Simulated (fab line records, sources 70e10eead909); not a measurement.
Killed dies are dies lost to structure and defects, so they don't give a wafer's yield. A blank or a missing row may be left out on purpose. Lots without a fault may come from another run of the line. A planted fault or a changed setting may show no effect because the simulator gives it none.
Chamber matching | flow nand_harc | NHARC_A_CHANNEL_FILL_D2_ALD_25 on ald_hk-03: 4 sister chambers
The step deposits SiOx, target thk 60 nm, pulse time 10 s, ald cycles 600. 14 wafers are shown with their chamber, then 7 later ones without.

WAFERS WITH THEIR CHAMBER
wafer  | chamber | heater_power_w (W) | heater_power_outer_w (W) | precursor_pulse_height_rel
L076.2 | 3       | 461                | 270                      | 1.051
L076.5 | 2       | 635                | 341                      | 0.993
L076.6 | 3       | 452                | 261                      | 0.971
L083.2 | 2       | 665                | 357                      | 0.972
L083.3 | 1       | 442                | 227                      | 0.991
L083.1 | 0       | 421                | 215                      | 1.013
L086.1 | 1       | 439                | 220                      | 1.017
L086.2 | 3       | 465                | 261                      | 0.991
L086.5 | 2       | 672                | 366                      | 0.987
L087.1 | 2       | 679                | 358                      | 0.968
L087.3 | 1       | 443                | 223                      | 0.993
L087.6 | 3       | 467                | 257                      | 1.017
L089.2 | 1       | 448                | 225                      | 1.012
L089.5 | 0       | 420                | 220                      | 1.012

SIGNATURES (means of the wafers above)
reading                    | chamber 0 | chamber 1 | chamber 2 | chamber 3 | scatter within a chamber
heater_power_w             | 420.50    | 443.00    | 662.75    | 461.25    | 11.4
heater_power_outer_w       | 217.50    | 223.75    | 355.50    | 262.25    | 6.77
precursor_pulse_height_rel | 1.01250   | 1.00325   | 0.98000   | 1.00750   | 0.0213
Rule: a wafer's distance from a chamber is the root of the sum, over the readings, of the square of ((its reading less the chamber's mean) divided by the reading's scatter). The wafer belongs to the nearest chamber; if the next one is less than 2 further off, it can't be placed. The scatter: the root of (the sum of the squares of (reading less its chamber's mean) over the shown wafers, divided by (wafers less chambers)).

WAFERS WITHOUT THEIR CHAMBER
wafer  | heater_power_w (W) | heater_power_outer_w (W) | precursor_pulse_height_rel
L089.6 | 435                | 225                      | 0.997
L090.2 | 468                | 258                      | 1.018
L090.5 | 435                | 222                      | 1.002
L090.6 | 411                | 223                      | 1.009
L093.1 | 406                | 213                      | 1.024
L093.4 | 670                | 369                      | 1.020
L093.6 | 414                | 211                      | 1.044

WHICH CHAMBER EACH WENT THROUGH
wafer  | from the rows above     | in truth
L089.6 | can't be placed: 1 or 0 | 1
L090.2 | 3                       | 3
L090.5 | can't be placed: 1 or 0 | 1
L090.6 | can't be placed: 0 or 1 | 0
L093.1 | 0                       | 0
L093.4 | 2                       | 2
L093.6 | can't be placed: 0 or 1 | 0
Placed correctly: 3 of 7. Can't be placed from these rows: 4 (the true chamber is among the candidates in 4). Placed wrongly: 0.
